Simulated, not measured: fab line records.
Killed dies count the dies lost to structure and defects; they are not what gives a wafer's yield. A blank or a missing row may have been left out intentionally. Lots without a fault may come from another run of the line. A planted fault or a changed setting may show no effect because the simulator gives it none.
fab line records + flow n5_finfet
record:
- lots: 7
- wafers: 39
route steps=1938 shown BEOL_M0_SAQP@676 BEOL_M0_CUTY@711 BEOL_M0@715 BEOL_M1@751 BEOL_M2@887 BEOL_M8@1398
start_h: hours from the record's first day to the start of the lot's first wafer shown + wait_h: hours elapsed since this lot's preceding step + " same as the row above + L1.1+2: one row covering several wafers at once + - no value present, or no start provided + * or withheld: withheld + < > ~ a bound
route shown NAME@n: NAME is a module with steps in the file, n the number in the route of the first one + usual: mean/standard deviation of fault-free wafers + same: alike in all rows + chamber/n: place in a boat + sites: readings site by site + _std_site: the standard deviation of these + _edge_site: the outer-site mean with the inner-site mean subtracted + radius_mm: how far each site lies from the wafer's centre + mask NAME#n: copy n + behind: the last tool/chamber to shape the wafer + hold: cause of the lot's hold/its duration in hours/its outcome + device: which transistor (n, p or np) failed to switch + end of line: the tests these same wafers got at the end of their route + a step without rows: its recipe alone + killed: at the first sort, the dies lost to defects and structure; wafer yield is something else + map: shows each die of a wafer: x if killed, . if not, _ if none is there
set.NAME: the setting that was run; set.NAME@STEP: the one run at that earlier step + model.NAME: the simulator's own value behind a step, which no gauge read
one table per step and one row per wafer, for lots whose settings were changed on purpose
== steps ==
step: N5_BEOL_M0_SAQP_SPACER2_ALD_26
recipe:
- material: SiO2
- target_thk_a: 150
- temp_c: 300
- ald_precursor_family: BDEAS
- ald_co_reactant: O2-plasma
- pulse_time_s: 1
- purge_time_s: 2
- co_reactant_purge_time_s: 2
- pressure_torr: 2
| lot.wafer        | tool       | chamber     | start_h | wait_h | set.target_thk_a | model.SiO2_of_BEOL_M0_SAQP_SPACER2_ALD_26.thk_nm |
|------------------|------------|-------------|---------|--------|------------------|--------------------------------------------------|
| L074.1+2+3+4+6   | ald_sin-03 | 1,2,0,3,3   | 113.31  | 0.1    | 150              | 15                                               |
| L074.5           | "          | 2           | "       | "      | 150              | 14.8                                             |
| L076.1+2+3+4+5+6 | ald_sin-03 | 2,0,1,3,0,3 | 147.60  | 0.1    | 150              | 15                                               |
| L077.1+2+3+4+5+6 | ald_sin-03 | 2,0,1,3,0,1 | 148.22  | 0.3    | 150              | 15                                               |
| L078.1+2+5       | ald_sin-02 | 2,1,3       | 148.33  | 0.1    | 150              | 15                                               |
| L091.1+2+3+4+5+6 | ald_sin-01 | 2,1,3,2,3,1 | 224.39  | 0.1    | 150              | 15                                               |
| L093.1+2+4       | ald_sin-02 | 3,0,2       | 237.57  | 0.1    | 150              | 15                                               |
| L093.3+5+6       | "          | 1,0,3       | "       | "      | 73.96            | 7.4                                              |
| L095.1+3+4       | ald_sin-03 | 0,2,3       | 247.18  | 0.1    | 223.8            | 22.4                                             |
| L095.2+5+6       | "          | 1,1,0       | "       | "      | 150              | 15                                               |
step: N5_BEOL_M0_SAQP_SPACER2_ETCHBACK_27
recipe:
- chemistry: CHF3/O2
- mode: anisotropic_etchback
- target: SiO2
- target_depth_a: 225
- time_s: 11.25
- pressure_mtorr: 30
- source_w: 650
- bias_w: 170
- Ar_flow_sccm: 200
- CHF3_flow_sccm: 50
- O2_flow_sccm: 5
- ion_energy_ev: 200
step: N5_BEOL_M0_SAQP_MANDREL2_REMOVE_110
recipe:
- chemistry: HBr/Cl2/O2
- bt_time_s: 10
- target: a-Si
- stop_on: SiCN
- endpoint: OES-SiCl
- over_etch_frac: 1
- icp_w: 600
- bias_w: 30
- HBr_flow_sccm: 150
- Cl2_flow_sccm: 80
- O2_flow_sccm: 5
- pressure_mtorr: 10
| lot.wafer      | tool      | chamber   | start_h | wait_h | set.target_thk_a@BEOL_M0_SAQP_SPACER2_ALD_26 | model.BEOL_M0_SAQP.cd_nm |
|----------------|-----------|-----------|---------|--------|----------------------------------------------|--------------------------|
| L074.1+2+4     | rie_si-05 | 1,0,2     | 114.04  | 0.1    | 150                                          | 15                       |
| L074.3+5+6     | "         | 3,2,1     | "       | "      | 150                                          | 14.8                     |
| L076.1+2+3+6   | rie_si-05 | 2,1,0,0   | 148.24  | 0.1    | 150                                          | 15                       |
| L076.4+5       | "         | 3         | "       | "      | 150                                          | 15.2                     |
| L077.1+2+4+5+6 | rie_si-04 | 3,2,0,2,1 | 148.86  | 0.1    | 150                                          | 15                       |
| L077.3         | "         | 1         | "       | "      | 150                                          | 15.2                     |
| L078.1+2+5     | rie_si-05 | 3,0,2     | 148.98  | 0.1    | 150                                          | 15                       |
| L091.1+2+3+4+5 | rie_si-06 | 3,2,1,0,3 | 225.03  | 0.1    | 150                                          | 15                       |
| L091.6         | "         | 0         | "       | "      | 150                                          | 14.8                     |
| L093.1+2       | rie_si-04 | 2,1       | 238.21  | 0.1    | 150                                          | 15.2                     |
| L093.3+5+6     | "         | 3,3,2     | "       | "      | 73.96                                        | 7.4                      |
| L093.4         | "         | 0         | "       | "      | 150                                          | 15                       |
| L095.1+3+4     | rie_si-05 | 0,3,1     | 247.81  | 0.1    | 223.8                                        | 22.4                     |
| L095.2         | "         | 2         | "       | "      | 150                                          | 15.2                     |
| L095.5+6       | "         | 1,0       | "       | "      | 150                                          | 15                       |
step: N5_BEOL_M0_SAQP_CD_MEAS_29
recipe:
- target_cd_nm: 14.4
- landing_energy_ev: 1000
- detector: se_inlens
usual:
- cd_nm: 15.05/0.23
| lot.wafer | tool      | chamber | start_h | wait_h | set.target_thk_a@BEOL_M0_SAQP_SPACER2_ALD_26 | cd_nm |
|-----------|-----------|---------|---------|--------|----------------------------------------------|-------|
| L074.1    | cd_sem-02 | 0       | 114.15  | 0.1    | 150                                          | 15.00 |
| L074.2    | "         | 0       | "       | "      | 150                                          | 15.23 |
| L074.3    | "         | 0       | "       | "      | 150                                          | 14.95 |
| L074.4    | "         | 0       | "       | "      | 150                                          | 14.95 |
| L074.5    | "         | 0       | "       | "      | 150                                          | 15.05 |
| L074.6    | "         | 0       | "       | "      | 150                                          | 15.16 |
| L076.1    | cd_sem-01 | 0       | 148.35  | 0.1    | 150                                          | 15.61 |
| L076.2    | "         | 0       | "       | "      | 150                                          | 15.21 |
| L076.3    | "         | 0       | "       | "      | 150                                          | 15.11 |
| L076.4    | "         | 0       | "       | "      | 150                                          | 15.19 |
| L076.5    | "         | 0       | "       | "      | 150                                          | 15.15 |
| L076.6    | "         | 0       | "       | "      | 150                                          | 15.06 |
| L077.1    | cd_sem-02 | 0       | 148.97  | 0.1    | 150                                          | 14.88 |
| L077.2    | "         | 0       | "       | "      | 150                                          | 15.23 |
| L077.3    | "         | 0       | "       | "      | 150                                          | 15.25 |
| L077.4    | "         | 0       | "       | "      | 150                                          | 14.71 |
| L077.5    | "         | 0       | "       | "      | 150                                          | 15.26 |
| L077.6    | "         | 0       | "       | "      | 150                                          | 15.00 |
| L078.1    | cd_sem-01 | 0       | 149.09  | 0.1    | 150                                          | 15.26 |
| L078.2    | "         | 0       | "       | "      | 150                                          | 15.20 |
| L078.5    | "         | 0       | "       | "      | 150                                          | 14.95 |
| L091.1    | cd_sem-03 | 0       | 225.14  | 0.1    | 150                                          | 15.11 |
| L091.2    | "         | 0       | "       | "      | 150                                          | 14.82 |
| L091.3    | "         | 0       | "       | "      | 150                                          | 14.80 |
| L091.4    | "         | 0       | "       | "      | 150                                          | 14.99 |
| L091.5    | "         | 0       | "       | "      | 150                                          | 15.54 |
| L091.6    | "         | 0       | "       | "      | 150                                          | 14.97 |
| L093.1    | cd_sem-01 | 0       | 238.32  | 0.1    | 150                                          | 15.36 |
| L093.2    | "         | 0       | "       | "      | 150                                          | 14.71 |
| L093.3    | "         | 0       | "       | "      | 73.96                                        | 7.68  |
| L093.4    | "         | 0       | "       | "      | 150                                          | 14.67 |
| L093.5    | "         | 0       | "       | "      | 73.96                                        | 7.24  |
| L093.6    | "         | 0       | "       | "      | 73.96                                        | 7.60  |
| L095.1    | cd_sem-03 | 0       | 247.92  | 0.1    | 223.8                                        | 22.79 |
| L095.2    | "         | 0       | "       | "      | 150                                          | 14.92 |
| L095.3    | "         | 0       | "       | "      | 223.8                                        | 22.17 |
| L095.4    | "         | 0       | "       | "      | 223.8                                        | 22.42 |
| L095.5    | "         | 0       | "       | "      | 150                                          | 14.80 |
| L095.6    | "         | 0       | "       | "      | 150                                          | 15.24 |
step: N5_BEOL_M0_SAQP_COAT_69
recipe:
- resist: SOC
- temp_c: 250
- time_s: 60
- spin_rpm: 1500
- resist_thk_nm: 90
step: N5_BEOL_M0_SAQP_COAT_72
recipe:
- resist: SiARC
- temp_c: 220
- time_s: 60
- spin_rpm: 1500
- resist_thk_nm: 15
step: N5_BEOL_M0_CUTY_DESCUM_61
recipe:
- chemistry: O2
- time_s: 7.9
- source_power_w: 50
- bias_power_w: 20
- pressure_mtorr: 20
- rf_frequency_hz: 2.712e+07
- temp_c: 40
- resist: CAR-ArF-block
- o2_flow_sccm: 225
step: N5_BEOL_M0_CUTY_ETCH_62
recipe:
- chemistry: CF4
- target: SiARC
- mask_material: CAR-ArF-block
- time_s: 58.5
- ion_energy_ev: 80
- pressure_mtorr: 40
- source_w: 545
- bias_w: 36
- Ar_flow_sccm: 100
- cf4_flow_sccm: 100
- ends: cleared
step: N5_BEOL_M0_CUTY_ETCH_63
recipe:
- chemistry: N2/H2
- target: SOC
- target_depth_a: 827
- overetch_a: 165
- mask_material: SiARC
- temp_c: 40
- ion_energy_ev: 200
- time_s: 124
- pressure_mtorr: 30
- source_w: 840
- bias_w: 150
- n2_flow_sccm: 200
- h2_flow_sccm: 200
| lot.wafer        | tool        | chamber     | start_h | wait_h | set.target_thk_a@BEOL_M0_SAQP_SPACER2_ALD_26 | model.SiO2_of_BEOL_M0_SAQP_SPACER2_ALD_26.thk_nm |
|------------------|-------------|-------------|---------|--------|----------------------------------------------|--------------------------------------------------|
| L074.1           | rie_diel-05 | 0           | 116.20  | 0.0    | 150                                          | 7.2                                              |
| L074.2+3+4+5+6   | "           | 3,1,2,2,1   | "       | "      | 150                                          | 7                                                |
| L076.1+2+3+5     | rie_diel-02 | 3,0,2,0     | 150.72  | 0.0    | 150                                          | 7.2                                              |
| L076.4+6         | "           | 1           | "       | "      | 150                                          | 7                                                |
| L077.1+3         | rie_diel-02 | 3,2         | 151.87  | 0.0    | 150                                          | 7.2                                              |
| L077.2+4+5+6     | "           | 0,1,1,0     | "       | "      | 150                                          | 7                                                |
| L078.1+2+5       | rie_diel-05 | 2,0,0       | 152.35  | 0.0    | 150                                          | 7.2                                              |
| L091.1+2+3+4+5+6 | rie_diel-04 | 1,3,0,2,2,3 | 226.99  | 0.0    | 150                                          | 7.2                                              |
| L093.1+2+4       | rie_diel-04 | 2,3,1       | 241.75  | 0.0    | 150                                          | 7.2                                              |
| L093.3+5+6       | "           | 0,0,3       | "       | "      | 73.96                                        | 1.6                                              |
| L095.1+3+4       | rie_diel-04 | 3,1,3       | 249.95  | 0.0    | 223.8                                        | 14.6                                             |
| L095.2+5         | "           | 2,1         | "       | "      | 150                                          | 7.2                                              |
| L095.6           | "           | 2           | "       | "      | 150                                          | 7                                                |
step: N5_BEOL_M0_CUTY_STRIP_64
recipe:
- chemistry: N2/H2
- temp_c: 40
- n2_flow_sccm: 200
- h2_flow_sccm: 200
- rf_frequency_hz: 6e+07
step: N5_BEOL_M0_ETCH_138
recipe:
- chemistry: CH3F/O2
- target_depth_a: 120
- target: SiCN
- time_s: 31.6
- ion_energy_ev: 120
- pressure_mtorr: 30
- source_w: 395
- bias_w: 75
- Ar_flow_sccm: 150
- CH3F_flow_sccm: 30
- O2_flow_sccm: 20
- ends: cleared
| lot.wafer      | tool        | chamber   | start_h | wait_h | set.target_thk_a@BEOL_M0_SAQP_SPACER2_ALD_26 | model.SiO2_of_BEOL_M0_SAQP_SPACER2_ALD_26.thk_nm |
|----------------|-------------|-----------|---------|--------|----------------------------------------------|--------------------------------------------------|
| L074.1+2       | rie_diel-05 | 0,3       | 116.32  | 0.0    | 150                                          | 5.2                                              |
| L074.3+4+6     | "           | 1,2,1     | "       | "      | 150                                          | 5                                                |
| L074.5         | "           | 2         | "       | "      | 150                                          | 4.8                                              |
| L076.1+2+3     | rie_diel-02 | 3,0,2     | 150.85  | 0.0    | 150                                          | 5.2                                              |
| L076.4+5       | "           | 1,0       | "       | "      | 150                                          | 5                                                |
| L076.6         | "           | 1         | "       | "      | 150                                          | 4.8                                              |
| L077.1+3+6     | rie_diel-02 | 3,2,0     | 151.99  | 0.0    | 150                                          | 5.2                                              |
| L077.2+4+5     | "           | 0,1,1     | "       | "      | 150                                          | 5                                                |
| L078.1+2+5     | rie_diel-05 | 2,0,0     | 152.48  | 0.0    | 150                                          | 5.2                                              |
| L091.1+2+3+4+6 | rie_diel-04 | 1,3,0,2,3 | 227.11  | 0.0    | 150                                          | 5.2                                              |
| L091.5         | "           | 2         | "       | "      | 150                                          | 5                                                |
| L093.1+4       | rie_diel-04 | 2,1       | 241.87  | 0.0    | 150                                          | 5.2                                              |
| L093.2         | "           | 3         | "       | "      | 150                                          | 5.4                                              |
| L093.3+5+6     | "           | 0,0,3     | "       | "      | 73.96                                        | 0.8                                              |
| L095.1         | rie_diel-04 | 3         | 250.08  | 0.0    | 223.8                                        | 12.8                                             |
| L095.2         | "           | 2         | "       | "      | 150                                          | 5.4                                              |
| L095.3+4       | "           | 1,3       | "       | "      | 223.8                                        | 12.6                                             |
| L095.5         | "           | 1         | "       | "      | 150                                          | 5.2                                              |
| L095.6         | "           | 2         | "       | "      | 150                                          | 5                                                |
step: N5_BEOL_M0_HM_OPEN_105
recipe:
- chemistry: Cl2/BCl3
- target_depth_a: 120
- target: TiN
- ion_energy_ev: 150
- pressure_mtorr: 10
- icp_w: 1000
- bias_w: 126
- Cl2_flow_sccm: 53.25
- bcl3_flow_sccm: 21.75
- Ar_flow_sccm: 25
| lot.wafer    | tool         | chamber | start_h | wait_h | set.target_thk_a@BEOL_M0_SAQP_SPACER2_ALD_26 | model.SiO2_of_BEOL_M0_SAQP_SPACER2_ALD_26.thk_nm |
|--------------|--------------|---------|---------|--------|----------------------------------------------|--------------------------------------------------|
| L074.1+2     | rie_metal-03 | 1,0     | 120.55  | 4.2    | 150                                          | 2.8                                              |
| L074.3+4+6   | "            | 1,0,0   | "       | "      | 150                                          | 2.6                                              |
| L074.5       | "            | 1       | "       | "      | 150                                          | 2.4                                              |
| L076.1+3+4+5 | rie_metal-01 | 1,1,0,1 | 152.65  | 1.8    | 150                                          | 2.6                                              |
| L076.2       | "            | 0       | "       | "      | 150                                          | 2.8                                              |
| L076.6       | "            | 0       | "       | "      | 150                                          | 2.4                                              |
| L078.1+2+5   | rie_metal-01 | 0,1,0   | 153.28  | 0.8    | 150                                          | 2.8                                              |
| L077.1+2+3+6 | rie_metal-02 | 0       | 153.57  | 1.5    | 150                                          | 2.8                                              |
| L077.4+5     | "            | 0       | "       | "      | 150                                          | 2.6                                              |
| L091.1+2+3+6 | rie_metal-02 | 1,0,0,1 | 227.23  | 0.1    | 150                                          | 2.8                                              |
| L091.4+5     | "            | 1,0     | "       | "      | 150                                          | 2.6                                              |
| L093.1+2+4   | rie_metal-02 | 0,1,1   | 242.01  | 0.1    | 150                                          | 2.8                                              |
| L093.3+5+6   | "            | 0,0,1   | "       | "      | 73.96                                        | 0.4                                              |
| L095.1+3+4   | rie_metal-01 | 1,0,1   | 254.20  | 4.1    | 223.8                                        | 10.2                                             |
| L095.2       | "            | 0       | "       | "      | 150                                          | 3                                                |
| L095.5       | "            | 0       | "       | "      | 150                                          | 2.8                                              |
| L095.6       | "            | 1       | "       | "      | 150                                          | 2.6                                              |
step: N5_BEOL_M1_ILD_DEP_00
recipe:
- material: SiOC
- target_thk_a: 790
- temp_c: 350
- precursor: DEMS/O2
- pressure_torr: 5
- rf_w: 500
- time_s: 15.3
| lot.wafer | tool     | chamber | start_h | wait_h | set.time_s | model.SiOC_of_BEOL_M1_ILD_DEP_00.thk_nm |
|-----------|----------|---------|---------|--------|------------|-----------------------------------------|
| L074.1    | pecvd-03 | 1       | 126.27  | 0.0    | 19.48      | 99.4                                    |
| L074.2    | "        | 0       | "       | "      | 19.48      | 100.4                                   |
| L074.3    | "        | 2       | "       | "      | 15.3       | 79.8                                    |
| L074.4    | "        | 0       | "       | "      | 15.3       | 80.6                                    |
| L074.5    | "        | 2       | "       | "      | 19.48      | 102.2                                   |
| L074.6    | "        | 1       | "       | "      | 15.3       | 80.4                                    |
| L076.1    | pecvd-02 | 2       | 156.35  | 0.0    | 15.3       | 78                                      |
| L076.2    | "        | 0       | "       | "      | 12.18      | 63                                      |
| L076.3    | "        | 1       | "       | "      | 15.3       | 78.2                                    |
| L076.4    | "        | 2       | "       | "      | 15.3       | 79.6                                    |
| L076.5    | "        | 0       | "       | "      | 12.18      | 64.4                                    |
| L076.6    | "        | 1       | "       | "      | 12.18      | 63.4                                    |
| L078.1    | pecvd-02 | 1       | 157.04  | 0.0    | 15.3       | 77.8                                    |
| L078.2    | "        | 0       | "       | "      | 15.3       | 78.8                                    |
| L078.5    | "        | 2       | "       | "      | 15.3       | 80                                      |
| L077.1    | pecvd-02 | 1       | 157.66  | 0.0    | 15.3       | 77.4                                    |
| L077.2+4  | "        | 0,2     | "       | "      | 15.3       | 79.4                                    |
| L077.3    | "        | 2       | "       | "      | 15.3       | 78.4                                    |
| L077.5    | "        | 0       | "       | "      | 15.3       | 79.6                                    |
| L077.6    | "        | 1       | "       | "      | 15.3       | 79.2                                    |
| L091.1    | pecvd-02 | 0       | 231.96  | 0.0    | 15.3       | 78.2                                    |
| L091.2    | "        | 1       | "       | "      | 15.3       | 77.2                                    |
| L091.3    | "        | 2       | "       | "      | 15.3       | 78.6                                    |
| L091.4    | "        | 2       | "       | "      | 15.3       | 79.4                                    |
| L091.5    | "        | 0       | "       | "      | 15.3       | 79.2                                    |
| L091.6    | "        | 1       | "       | "      | 15.3       | 77.6                                    |
| L093.1    | pecvd-03 | 0       | 247.49  | 0.0    | 15.3       | 77.2                                    |
| L093.2    | "        | 1       | "       | "      | 23.16      | 117.6                                   |
| L093.3    | "        | 2       | "       | "      | 23.16      | 117.2                                   |
| L093.4+5  | "        | 2,1     | "       | "      | 15.3       | 79.4                                    |
| L093.6    | "        | 0       | "       | "      | 23.16      | 120                                     |
| L095.1+2  | pecvd-03 | 2,1     | 259.64  | 0.0    | 15.3       | 78.6                                    |
| L095.3    | "        | 0       | "       | "      | 20.38      | 104                                     |
| L095.4    | "        | 1       | "       | "      | 20.38      | 106.2                                   |
| L095.5    | "        | 2       | "       | "      | 15.3       | 80                                      |
| L095.6    | "        | 0       | "       | "      | 20.38      | 106.8                                   |
step: N5_BEOL_M1_THK_MEAS_01
recipe:
- reads: SiOC_of_BEOL_M1_ILD_DEP_00
usual:
- M1_ILD_THK: 79.1/0.92
| lot.wafer | tool          | chamber | start_h | wait_h | set.time_s@BEOL_M1_ILD_DEP_00 | M1_ILD_THK[nm] |
|-----------|---------------|---------|---------|--------|-------------------------------|----------------|
| L074.1    | film_metro-01 | -       | 126.33  | 0.0    | 19.48                         | 99.5           |
| L074.2    | "             | -       | "       | "      | 19.48                         | 100.5          |
| L074.3    | "             | -       | "       | "      | 15.3                          | 79.8           |
| L074.4    | "             | -       | "       | "      | 15.3                          | 80.5           |
| L074.5    | "             | -       | "       | "      | 19.48                         | 102.1          |
| L074.6    | "             | -       | "       | "      | 15.3                          | 80.4           |
| L076.1    | film_metro-02 | -       | 156.42  | 0.0    | 15.3                          | 78.0           |
| L076.2    | "             | -       | "       | "      | 12.18                         | 63.1           |
| L076.3    | "             | -       | "       | "      | 15.3                          | 78.2           |
| L076.4    | "             | -       | "       | "      | 15.3                          | 79.6           |
| L076.5    | "             | -       | "       | "      | 12.18                         | 64.4           |
| L076.6    | "             | -       | "       | "      | 12.18                         | 63.5           |
| L078.1    | film_metro-01 | -       | 157.11  | 0.0    | 15.3                          | 77.8           |
| L078.2    | "             | -       | "       | "      | 15.3                          | 78.8           |
| L078.5    | "             | -       | "       | "      | 15.3                          | 80.0           |
| L077.1    | film_metro-01 | -       | 157.73  | 0.0    | 15.3                          | 77.4           |
| L077.2    | "             | -       | "       | "      | 15.3                          | 79.4           |
| L077.3    | "             | -       | "       | "      | 15.3                          | 78.3           |
| L077.4    | "             | -       | "       | "      | 15.3                          | 79.5           |
| L077.5    | "             | -       | "       | "      | 15.3                          | 79.5           |
| L077.6    | "             | -       | "       | "      | 15.3                          | 79.1           |
| L091.1    | film_metro-02 | -       | 232.03  | 0.0    | 15.3                          | 78.3           |
| L091.2    | "             | -       | "       | "      | 15.3                          | 77.2           |
| L091.3    | "             | -       | "       | "      | 15.3                          | 78.6           |
| L091.4    | "             | -       | "       | "      | 15.3                          | 79.4           |
| L091.5    | "             | -       | "       | "      | 15.3                          | 79.1           |
| L091.6    | "             | -       | "       | "      | 15.3                          | 77.6           |
| L093.1    | film_metro-01 | -       | 247.56  | 0.0    | 15.3                          | 77.1           |
| L093.2    | "             | -       | "       | "      | 23.16                         | 117.6          |
| L093.3    | "             | -       | "       | "      | 23.16                         | 117.3          |
| L093.4    | "             | -       | "       | "      | 15.3                          | 79.4           |
| L093.5    | "             | -       | "       | "      | 15.3                          | 79.4           |
| L093.6    | "             | -       | "       | "      | 23.16                         | 120.0          |
| L095.1    | film_metro-02 | -       | 259.71  | 0.0    | 15.3                          | 78.6           |
| L095.2    | "             | -       | "       | "      | 15.3                          | 78.7           |
| L095.3    | "             | -       | "       | "      | 20.38                         | 104.0          |
| L095.4    | "             | -       | "       | "      | 20.38                         | 106.2          |
| L095.5    | "             | -       | "       | "      | 15.3                          | 80.1           |
| L095.6    | "             | -       | "       | "      | 20.38                         | 106.7          |
step: N5_BEOL_M2_VIA_ETCH_34
recipe:
- chemistry: C4F6/O2
- target_depth_a: 694
- mask_material: SOC
- pressure_mtorr: 15
- ion_energy_ev: 250
- taper_deg: 4
- time_s: 65.9
- source_w: 350
- bias_w: 170
- Ar_flow_sccm: 300
- C4F6_flow_sccm: 10
- O2_flow_sccm: 10
| lot.wafer | tool        | chamber | start_h | wait_h | set.time_s | model.etch.depth_nm | model.SOC_of_BEOL_M2_COAT_67.thk_nm |
|-----------|-------------|---------|---------|--------|------------|---------------------|-------------------------------------|
| L074.1    | rie_diel-02 | 2       | 170.61  | 0.0    | 52.03      | 54.79               | 53.6                                |
| L074.2    | "           | 0       | "       | "      | 65.9       | 69.78               | 51.8                                |
| L074.3    | "           | 1       | "       | "      | 52.03      | 54.52               | 53.8                                |
| L074.4    | "           | 3       | "       | "      | 65.9       | 68.67               | 52.2                                |
| L074.5    | "           | 0       | "       | "      | 65.9       | 69.82               | 51.8                                |
| L074.6    | "           | 1       | "       | "      | 52.03      | 55.11               | 53.6                                |
| L076.1    | rie_diel-04 | 2       | 200.61  | 0.0    | 65.9       | 69.26               | 52.2                                |
| L076.2    | "           | 3       | "       | "      | 48.96      | 50.94               | 54.2                                |
| L076.3    | "           | 0       | "       | "      | 48.96      | 51.66               | 54                                  |
| L076.4    | "           | 1       | "       | "      | 65.9       | 68.91               | 51.8                                |
| L076.5    | "           | 2       | "       | "      | 48.96      | 51.63               | 54.2                                |
| L076.6    | "           | 1       | "       | "      | 65.9       | 69                  | 52.2                                |
| L077.1    | rie_diel-04 | 1       | 203.81  | 0.0    | 65.9       | 68.2                | 52                                  |
| L077.2    | "           | 3       | "       | "      | 65.9       | 68.12               | 52                                  |
| L077.3    | "           | 2       | "       | "      | 49.83      | 52.2                | 54                                  |
| L077.4    | "           | 0       | "       | "      | 49.83      | 51.59               | 54                                  |
| L077.5    | "           | 0       | "       | "      | 65.9       | 68.52               | 51.8                                |
| L077.6    | "           | 1       | "       | "      | 49.83      | 51.54               | 54                                  |
| L078.1    | rie_diel-02 | 2       | 206.33  | 0.0    | 65.9       | 68.26               | 52.2                                |
| L078.2    | "           | 3       | "       | "      | 65.9       | 68.07               | 52.4                                |
| L078.5    | "           | 1       | "       | "      | 65.9       | 68.4                | 52.2                                |
| L091.1    | rie_diel-04 | 1       | 274.86  | 0.0    | 100.8      | 104.4               | 48                                  |
| L091.2    | "           | 2       | "       | "      | 100.8      | 105.8               | 47.8                                |
| L091.3    | "           | 0       | "       | "      | 65.9       | 70.14               | 51.8                                |
| L091.4    | "           | 0       | "       | "      | 100.8      | 108.2               | 47.4                                |
| L091.5    | "           | 2       | "       | "      | 65.9       | 69.17               | 51.8                                |
| L091.6    | "           | 1       | "       | "      | 65.9       | 68.4                | 52                                  |
| L093.1    | rie_diel-05 | 2       | 286.78  | 0.0    | 65.9       | 69.32               | 51.8                                |
| L093.2    | "           | 0       | "       | "      | 65.9       | 68.96               | 51.8                                |
| L093.3    | "           | 1       | "       | "      | 65.9       | 70.46               | 51.6                                |
| L093.4    | "           | 3       | "       | "      | 65.9       | 68.53               | 52                                  |
| L093.5    | "           | 1       | "       | "      | 65.9       | 69.87               | 51.8                                |
| L093.6    | "           | 0       | "       | "      | 65.9       | 69.63               | 51.6                                |
| L095.1    | rie_diel-02 | 2       | 291.96  | 0.0    | 51.6       | 54.1                | 53.8                                |
| L095.2    | "           | 0       | "       | "      | 65.9       | 68.4                | 51.8                                |
| L095.3    | "           | 3       | "       | "      | 65.9       | 70.41               | 51.8                                |
| L095.4    | "           | 1       | "       | "      | 51.6       | 54.68               | 53.4                                |
| L095.5    | "           | 0       | "       | "      | 51.6       | 53.96               | 53.6                                |
| L095.6    | "           | 3       | "       | "      | 65.9       | 70.29               | 52                                  |
step: N5_BEOL_M8_DEP_56
recipe:
- material: SiCN
- target_thk_a: 100
- temp_c: withheld
- precursor: 3MS/NH3
- pressure_torr: 3
- rf_w: 202
- time_s: 17.5
| lot.wafer    | tool     | chamber | start_h | wait_h | set.target_thk_a | model.SiCN_of_BEOL_M8_DEP_56.thk_nm |
|--------------|----------|---------|---------|--------|------------------|-------------------------------------|
| L074.1       | pecvd-01 | 1       | 245.66  | 0.0    | 59.84            | 5.8                                 |
| L074.2+6     | "        | 2,0     | "       | "      | 59.84            | 6                                   |
| L074.3       | "        | 0       | "       | "      | 100              | 9.6                                 |
| L074.4       | "        | 2       | "       | "      | 100              | 10                                  |
| L074.5       | "        | 1       | "       | "      | 100              | 9.8                                 |
| L076.1+2+4+5 | pecvd-04 | 1,0,1,1 | 280.95  | 0.0    | 100              | 10                                  |
| L076.3+6     | "        | 0       | "       | "      | 100              | 9.8                                 |
| L077.1+3+5   | pecvd-01 | 1,2,0   | 289.86  | 0.0    | 100              | 10                                  |
| L077.2       | "        | 0       | "       | "      | 74.31            | 7.4                                 |
| L077.4+6     | "        | 1,2     | "       | "      | 74.31            | 7.6                                 |
| L078.1       | pecvd-01 | 1       | 297.83  | 0.0    | 100              | 9.6                                 |
| L078.2+5     | "        | 0       | "       | "      | 100              | 9.8                                 |
| L093.1+2+3+4 | pecvd-04 | 1,0,2,1 | 360.60  | 0.0    | 100              | 10                                  |
| L093.5+6     | "        | 2,0     | "       | "      | 100              | 10.2                                |
| L091.1       | pecvd-01 | 2       | 360.87  | 0.0    | 61.5             | 6.2                                 |
| L091.2       | "        | 1       | "       | "      | 100              | 10                                  |
| L091.3       | "        | 0       | "       | "      | 61.5             | 6                                   |
| L091.4       | "        | 2       | "       | "      | 61.5             | 6.6                                 |
| L091.5+6     | "        | 1,0     | "       | "      | 100              | 10.2                                |
| L095.1       | pecvd-04 | 1       | 414.99  | 0.0    | 100              | 9.8                                 |
| L095.2       | "        | 0       | "       | "      | 67.83            | 6.6                                 |
| L095.3+5     | "        | 2       | "       | "      | 67.83            | 6.8                                 |
| L095.4       | "        | 0       | "       | "      | 100              | 10                                  |
| L095.6       | "        | 1       | "       | "      | 100              | 10.2                                |
== key ==
split:
- step: N5_BEOL_M0_SAQP_SPACER2_ALD_26
- setting: target_thk_a
- stated: 150
- by: wafer
response:
- step: N5_BEOL_M0_SAQP_SPACER2_ALD_26
- reading: model.SiO2_of_BEOL_M0_SAQP_SPACER2_ALD_26.thk_nm
- change: +0.15
- per: 1%
- r: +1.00
response:
- step: N5_BEOL_M0_SAQP_MANDREL2_REMOVE_110
- reading: model.BEOL_M0_SAQP.cd_nm
- change: +0.151
- per: 1%
- r: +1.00
response:
- step: N5_BEOL_M0_SAQP_CD_MEAS_29
- reading: cd_nm
- change: +0.149
- per: 1%
- r: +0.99
response:
- step: N5_BEOL_M0_CUTY_ETCH_63
- reading: model.SiO2_of_BEOL_M0_SAQP_SPACER2_ALD_26.thk_nm
- change: +0.13
- per: 1%
- r: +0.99
response:
- step: N5_BEOL_M0_ETCH_138
- reading: model.SiO2_of_BEOL_M0_SAQP_SPACER2_ALD_26.thk_nm
- change: +0.119
- per: 1%
- r: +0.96
response:
- step: N5_BEOL_M0_HM_OPEN_105
- reading: model.SiO2_of_BEOL_M0_SAQP_SPACER2_ALD_26.thk_nm
- change: +0.0973
- per: 1%
- r: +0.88
split:
- step: N5_BEOL_M1_ILD_DEP_00
- setting: time_s
- stated: 15.3
- by: wafer
response:
- step: N5_BEOL_M1_ILD_DEP_00
- reading: model.SiOC_of_BEOL_M1_ILD_DEP_00.thk_nm
- change: +0.771
- per: 1%
- r: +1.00
response:
- step: N5_BEOL_M1_THK_MEAS_01
- reading: M1_ILD_THK
- change: +0.772
- per: 1%
- r: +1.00
split:
- step: N5_BEOL_M2_VIA_ETCH_34
- setting: time_s
- stated: 65.9
- by: wafer
response:
- step: N5_BEOL_M2_VIA_ETCH_34
- reading: model.etch.depth_nm
- change: +0.694
- per: 1%
- r: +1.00
response:
- step: N5_BEOL_M2_VIA_ETCH_34
- reading: model.SOC_of_BEOL_M2_COAT_67.thk_nm
- change: -0.0797
- per: 1%
- r: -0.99
split:
- step: N5_BEOL_M8_DEP_56
- setting: target_thk_a
- stated: 100
- by: wafer
response:
- step: N5_BEOL_M8_DEP_56
- reading: model.SiCN_of_BEOL_M8_DEP_56.thk_nm
- change: +0.0987
- per: 1%
- r: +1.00
